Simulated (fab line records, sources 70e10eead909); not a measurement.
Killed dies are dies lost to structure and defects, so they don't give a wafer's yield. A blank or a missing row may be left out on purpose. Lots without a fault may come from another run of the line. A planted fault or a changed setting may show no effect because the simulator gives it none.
Chamber matching | flow nand_harc | NHARC_P_M2_DESCUM_14 on rie_diel-01: 4 sister chambers
The step chemistry O2, time 3 s. 4 wafers are shown with their chamber, then 12 later ones without.

WAFERS WITH THEIR CHAMBER
wafer  | chamber | showerhead_plenum_p_Torr (Torr)
L085.3 | 2       | 1.97
L088.1 | 3       | 1.78
L088.2 | 0       | 1.97
L088.6 | 1       | 1.92

WAFERS WITHOUT THEIR CHAMBER
wafer  | showerhead_plenum_p_Torr (Torr)
L089.2 | 1.98
L089.5 | 1.78
L089.6 | 1.98
L091.1 | 1.78
L091.5 | 1.98
L091.6 | 1.92
L092.2 | 1.78
L092.3 | 1.97
L092.4 | 1.97
L094.2 | 1.97
L094.3 | 1.78
L094.6 | 1.78

WHICH CHAMBER EACH WENT THROUGH
wafer  | from the rows above     | in truth
L089.2 | can't be placed: 0 or 2 | 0
L089.5 | 3                       | 3
L089.6 | can't be placed: 0 or 2 | 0
L091.1 | 3                       | 3
L091.5 | can't be placed: 0 or 2 | 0
L091.6 | 1                       | 1
L092.2 | 3                       | 3
L092.3 | can't be placed: 0 or 2 | 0
L092.4 | can't be placed: 0 or 2 | 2
L094.2 | can't be placed: 0 or 2 | 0
L094.3 | 3                       | 3
L094.6 | 3                       | 3
Placed correctly: 6 of 12. Can't be placed from these rows: 6 (the true chamber is among the candidates in 6). Placed wrongly: 0.
How it was worked out, from the rows above alone: a wafer's distance from a chamber is the root of the sum, over the readings, of the square of ((its reading less the chamber's mean) divided by the reading's scatter). The wafer belongs to the nearest chamber; if the next one is less than 2 further off, it can't be placed. A chamber's mean is the mean of its shown wafers. The scatter: with one shown wafer a chamber, the root of the mean of the squares of how far each hidden wafer lies from its nearest shown one.
